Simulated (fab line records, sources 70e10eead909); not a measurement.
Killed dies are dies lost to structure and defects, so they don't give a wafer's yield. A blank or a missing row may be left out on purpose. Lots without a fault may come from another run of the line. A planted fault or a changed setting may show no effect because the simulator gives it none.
Tool commonality check | flow nand_harc | 11 lots, 33 wafers sampled

WHY IT WAS OPENED
At NHARC_A_ZERO_WELL_INSPECT_17 the reading raw_defect_count is flagged on 2 of 11 lots. Wafers without a fault read 11, standard deviation 5.3.
Rule: a lot is flagged when every wafer of it that has a number lies more than 4 standard deviations from that mean, or none has a number. The other lots count as sound.

lot  | measured     | on                | raw_defect_count, wafer by wafer | flag
L934 | day 6 23:43  | defect_inspect-02 | 7 13 13                          |
L935 | day 7 04:43  | defect_inspect-02 | 11 9 6                           |
L945 | day 11 17:02 | defect_inspect-02 | 296 295 275                      | FLAGGED
L946 | day 11 19:38 | defect_inspect-01 | 297 306 320                      | FLAGGED
L947 | day 12 05:46 | defect_inspect-01 | 8 5 20                           |
L949 | day 12 20:29 | defect_inspect-01 | 19 6 7                           |
L950 | day 13 21:01 | defect_inspect-01 | 9 18 27                          |
L952 | day 14 16:07 | defect_inspect-02 | 15 11 12                         |
L953 | day 15 01:17 | defect_inspect-01 | 17 21 20                         |
L955 | day 15 10:58 | defect_inspect-02 | 13 8 11                          |
L954 | day 15 12:15 | defect_inspect-02 | 9 15 11                          |
The numbers of the flagged lots are 298 on average: +287 against the usual, or +54 standard deviations.

WHICH TOOL RAN EACH LOT
The record holds 3 process steps before the reading, out of a route of 1302 steps. In each cell: the tool, then ch and the chambers that the sampled wafers went through, then the start.
lot  | flag    | NHARC_P_BONDPAD_DESCUM_11          | NHARC_P_BONDPAD_ETCH_12                       | NHARC_A_ZERO_WELL_STRIP_14
L934 |         | rie_diel-08 ch 0,2,3, day 6 18:22  | rie_diel-08 ch 1,3, day 6 22:47 or earlier    | wet_bench-05 ch 5,6,7, day 6 22:47
L935 |         | rie_diel-11 ch 1,2,3, day 6 23:22  | rie_diel-11 ch 0,1, day 7 03:44 or earlier    | wet_bench-04 ch 4,5,7, day 7 03:44
L945 | FLAGGED | rie_diel-08 ch 1,2,3, day 11 11:44 | rie_diel-08 ch 0,2, day 11 16:07 or earlier   | wet_bench-04 ch 2,4,5, day 11 16:07
L946 | FLAGGED | rie_diel-08 ch 0,2,3, day 11 14:19 | rie_diel-08 ch 1,2,3, day 11 18:41 or earlier | wet_bench-04 ch 0,5,7, day 11 18:41
L947 |         | rie_diel-08 ch 0,3, day 12 00:28   | rie_diel-08 ch 1,2,3, day 12 04:50 or earlier | wet_bench-06 ch 0,1,2, day 12 04:50
L949 |         | rie_diel-08 ch 0,2,3, day 12 15:13 | rie_diel-08 ch 0,2,3, day 12 19:33 or earlier | wet_bench-06 ch 0,2,7, day 12 19:33
L950 |         | rie_diel-11 ch 1,3, day 13 15:48   | rie_diel-11 ch 1,2, day 13 20:04 or earlier   | wet_bench-05 ch 0,2,5, day 13 20:04
L952 |         | rie_diel-08 ch 0,1,2, day 14 10:46 | rie_diel-08 ch 1,2,3, day 14 15:08 or earlier | wet_bench-06 ch 0,4,7, day 14 15:08
L953 |         | rie_diel-04 ch 0,2,3, day 14 19:49 | rie_diel-04 ch 0,1, day 15 00:21 or earlier   | wet_bench-05 ch 2,3,4, day 15 00:21
L955 |         | rie_diel-08 ch 0,2, day 15 05:43   | rie_diel-08 ch 0,2, day 15 10:02 or earlier   | wet_bench-04 ch 3,4,5, day 15 10:02
L954 |         | rie_diel-04 ch 0,1,3, day 15 06:57 | rie_diel-04 ch 0,1,2, day 15 11:18 or earlier | wet_bench-05 ch 1,4,5, day 15 11:18
What these steps do:
- NHARC_P_BONDPAD_DESCUM_11: chemistry O2, time 3 s.
- NHARC_P_BONDPAD_ETCH_12: etches the open film in CHF3/O2, target depth 200 nm, time 100 s.
- NHARC_A_ZERO_WELL_STRIP_14: strips in SPM, time 900 s.
- NHARC_A_ZERO_WELL_INSPECT_17

FLAGGED OVER TOTAL, TOOL BY TOOL (the gauges that took the reading come last)
step                         | tool              | lots run | flagged | share of the flagged lots | sound lots run after its first flagged lot
NHARC_P_BONDPAD_DESCUM_11    | rie_diel-04       | 2        | 0       | none                      | -
NHARC_P_BONDPAD_DESCUM_11    | rie_diel-08       | 7        | 2       | all                       | 4 (L947,L949,L952,L955)
NHARC_P_BONDPAD_DESCUM_11    | rie_diel-11       | 2        | 0       | none                      | -
NHARC_P_BONDPAD_ETCH_12      | rie_diel-04       | 2        | 0       | none                      | -
NHARC_P_BONDPAD_ETCH_12      | rie_diel-08       | 7        | 2       | all                       | 4 (L947,L949,L952,L955)
NHARC_P_BONDPAD_ETCH_12      | rie_diel-11       | 2        | 0       | none                      | -
NHARC_A_ZERO_WELL_STRIP_14   | wet_bench-04      | 4        | 2       | all                       | 1 (L955)
NHARC_A_ZERO_WELL_STRIP_14   | wet_bench-05      | 4        | 0       | none                      | -
NHARC_A_ZERO_WELL_STRIP_14   | wet_bench-06      | 3        | 0       | none                      | -
NHARC_A_ZERO_WELL_INSPECT_17 | defect_inspect-01 | 5        | 1       | some                      | 4 (L947,L949,L950,L953)
NHARC_A_ZERO_WELL_INSPECT_17 | defect_inspect-02 | 6        | 1       | some                      | 3 (L952,L955,L954)
NHARC_P_BONDPAD_ETCH_12 gives no start for some lots, so the hours and the order of its lots are those of NHARC_A_ZERO_WELL_STRIP_14.

WHAT THE TABLE ALLOWS
3 rows of the table ran every flagged lot: rie_diel-08 at NHARC_P_BONDPAD_DESCUM_11, rie_diel-08 at NHARC_P_BONDPAD_ETCH_12, wet_bench-04 at NHARC_A_ZERO_WELL_STRIP_14.
- rie_diel-08 at NHARC_P_BONDPAD_DESCUM_11: 2 of its 7 lots flagged. Sound lots ran on it after the first flagged one (L947, L949, L952, L955), which a lasting fault on the whole tool wouldn't allow.
- rie_diel-08 at NHARC_P_BONDPAD_ETCH_12: 2 of its 7 lots flagged. Sound lots ran on it after the first flagged one (L947, L949, L952, L955), which a lasting fault on the whole tool wouldn't allow.
- wet_bench-04 at NHARC_A_ZERO_WELL_STRIP_14: 2 of its 4 lots flagged. Sound lots ran on it after the first flagged one (L955), which a lasting fault on the whole tool wouldn't allow.
No row of the table ran every flagged lot and no sound lot after the first.

WHAT THE SIMULATOR HAD PUT IN
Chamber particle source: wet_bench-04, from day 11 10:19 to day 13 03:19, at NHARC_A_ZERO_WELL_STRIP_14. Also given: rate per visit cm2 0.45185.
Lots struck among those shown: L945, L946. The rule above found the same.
